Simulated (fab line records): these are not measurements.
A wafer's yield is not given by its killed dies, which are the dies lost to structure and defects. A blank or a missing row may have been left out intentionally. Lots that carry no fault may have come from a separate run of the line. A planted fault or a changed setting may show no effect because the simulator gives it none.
Lot-split experiment | flow n5_finfet | on a route of 1938 steps: 7 lots, 21 wafers read

== THE SPLIT ITSELF ==
At N5_ILD0_ALD_15 (deposits SiNx, target thk 24 nm, pulse time 1 s, ald cycles 480), the setting ald_cycles was moved away from the recipe's 480 on 9 of the 21 wafers read, by -4.4% to +15.2%. The other wafers ran this setting at the recipe's value.

The reading is taken at the split's own step.

== THE READING ==
SiNx_of_ILD0_ALD_15.thk_nm (the simulator's own value, which no gauge read), in nm, at N5_ILD0_ALD_15 (deposits SiNx, target thk 24 nm, pulse time 1 s, ald cycles 480). The file gives no usual value for it. Average 24.0 nm, standard deviation 0.075 nm, over the 12 wafers here run with the recipe.

wafer  | tool, chamber at the split | ald_cycles as run | against the recipe | SiNx_of_ILD0_ALD_15.thk_nm, nm | against lot-mates on the recipe
L076.1 | ald_sin-01, 0,1,2          | 480               | recipe             | 24                             | -
L076.3 | ald_sin-01, 0,1,2          | 480               | recipe             | 24                             | -
L076.5 | ald_sin-01, 0,1,2          | 480               | recipe             | 24                             | -
L077.1 | ald_sin-03, 1              | 508               | +5.8%              | 25.2                           | +1.2
L077.2 | ald_sin-03, 0              | 480               | recipe             | 24                             | -
L077.4 | ald_sin-03, 2              | 508               | +5.8%              | 25.4                           | +1.4
L081.2 | ald_sin-04, 3              | 553               | +15.2%             | 27.6                           | +3.6
L081.3 | ald_sin-04, 1              | 553               | +15.2%             | 27.8                           | +3.8
L081.5 | ald_sin-04, 0              | 480               | recipe             | 24                             | -
L086.4 | ald_sin-01, 3,2            | 480               | recipe             | 24                             | -
L086.6 | ald_sin-01, 3,2            | 480               | recipe             | 24                             | -
L086.5 | ald_sin-01, 3              | 480               | recipe             | 23.8                           | -
L092.1 | ald_sin-01, 0,3            | 480               | recipe             | 24                             | -
L092.6 | ald_sin-01, 0,3            | 480               | recipe             | 24                             | -
L092.3 | ald_sin-01, 1              | 480               | recipe             | 23.8                           | -
L094.1 | ald_sin-04, 0              | 459               | -4.4%              | 23                             | no lot-mate on the recipe
L094.5 | ald_sin-04, 0              | 459               | -4.4%              | 23                             | no lot-mate on the recipe
L094.6 | ald_sin-04, 1              | 459               | -4.4%              | 22.8                           | no lot-mate on the recipe
L096.1 | ald_sin-03, 0              | 480               | recipe             | 24                             | -
L096.5 | ald_sin-03, 0,1            | 525               | +9.4%              | 26.4                           | +2.4
L096.6 | ald_sin-03, 0,1            | 525               | +9.4%              | 26.4                           | +2.4
Rows listing several chambers each stand for several wafers; the file does not say which wafer went through which chamber.

FIT RESULTS
A straight line over all 21 wafers: SiNx_of_ILD0_ALD_15.thk_nm changes by +0.246 nm for each +1% of ald_cycles; r = +1.00; the points scatter about the line by 0.1 nm.
The same after taking each lot's own level away (the mean of its wafers on the recipe; 18 wafers): +0.245 nm for each +1%; r = +1.00; scatter 0.096 nm.
That fit puts the effect of the largest move of ald_cycles on the reading at 3.7 nm.
Across the lots, their own levels run from 23.93 to 24.00 nm, a range of 0.9 times the standard deviation given above.
Consequently the slope shifts little with the lot-to-lot level, the two slopes agreeing.
Check: for one of the wafers moved furthest among these (+15.2%), held out of the fit, the line's prediction against its lot-mates is +3.78 nm. Against them it came out at +3.6 nm.

== OTHER SPLITS ON THESE WAFERS ==
Other splits were also applied to these wafers ahead of the reading. Each is held against what the fit with the lots' levels taken away leaves over:
other split on the same wafers | wafers away from the commonest value | r with SiNx_of_ILD0_ALD_15.thk_nm (lot level and that fit taken away)
N5_SD_EPI_N_PEB_07 peb_temp_c  | 4                                    | -0.46
N5_SD_EPI_N_EPI_21 time_s      | 3                                    | +0.12
N5_SD_EPI_N_PRECLEAN_49 temp_c | 6                                    | -0.04

== THE FILE'S OWN FIT ==
SiNx_of_ILD0_ALD_15.thk_nm changes by +0.244 nm for each +1% of ald_cycles, r = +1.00.
